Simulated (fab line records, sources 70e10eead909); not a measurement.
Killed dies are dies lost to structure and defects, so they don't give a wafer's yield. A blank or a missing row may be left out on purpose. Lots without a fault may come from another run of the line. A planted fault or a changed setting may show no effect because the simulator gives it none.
Chamber matching | flow nand_harc | NHARC_A_STAIRCASE_TRIM_20 on rie_diel-05: 4 sister chambers
The step chemistry O2, time 211.2 s. 4 wafers are shown with their chamber, then 9 later ones without.

WAFERS WITH THEIR CHAMBER
wafer  | chamber | showerhead_plenum_p_Torr (Torr)
L083.6 | 1       | 3.33
L086.1 | 0       | 3.59
L086.2 | 3       | 3.40
L086.3 | 2       | 3.70

WAFERS WITHOUT THEIR CHAMBER
wafer  | showerhead_plenum_p_Torr (Torr)
L085.2 | 3.58
L085.4 | 3.70
L085.5 | 3.70
L089.3 | 3.58
L089.5 | 3.40
L089.6 | 3.70
L095.1 | 3.32
L095.2 | 3.57
L095.5 | 3.57

WHICH CHAMBER EACH WENT THROUGH
wafer  | from the rows above | in truth
L085.2 | 0                   | 0
L085.4 | 2                   | 2
L085.5 | 2                   | 2
L089.3 | 0                   | 0
L089.5 | 3                   | 3
L089.6 | 2                   | 2
L095.1 | 1                   | 1
L095.2 | 0                   | 0
L095.5 | 0                   | 0
Placed correctly: 9 of 9. Can't be placed from these rows: 0. Placed wrongly: 0.
How it was worked out, from the rows above alone: a wafer's distance from a chamber is the root of the sum, over the readings, of the square of ((its reading less the chamber's mean) divided by the reading's scatter). The wafer belongs to the nearest chamber; if the next one is less than 2 further off, it can't be placed. A chamber's mean is the mean of its shown wafers. The scatter: with one shown wafer a chamber, the root of the mean of the squares of how far each hidden wafer lies from its nearest shown one.
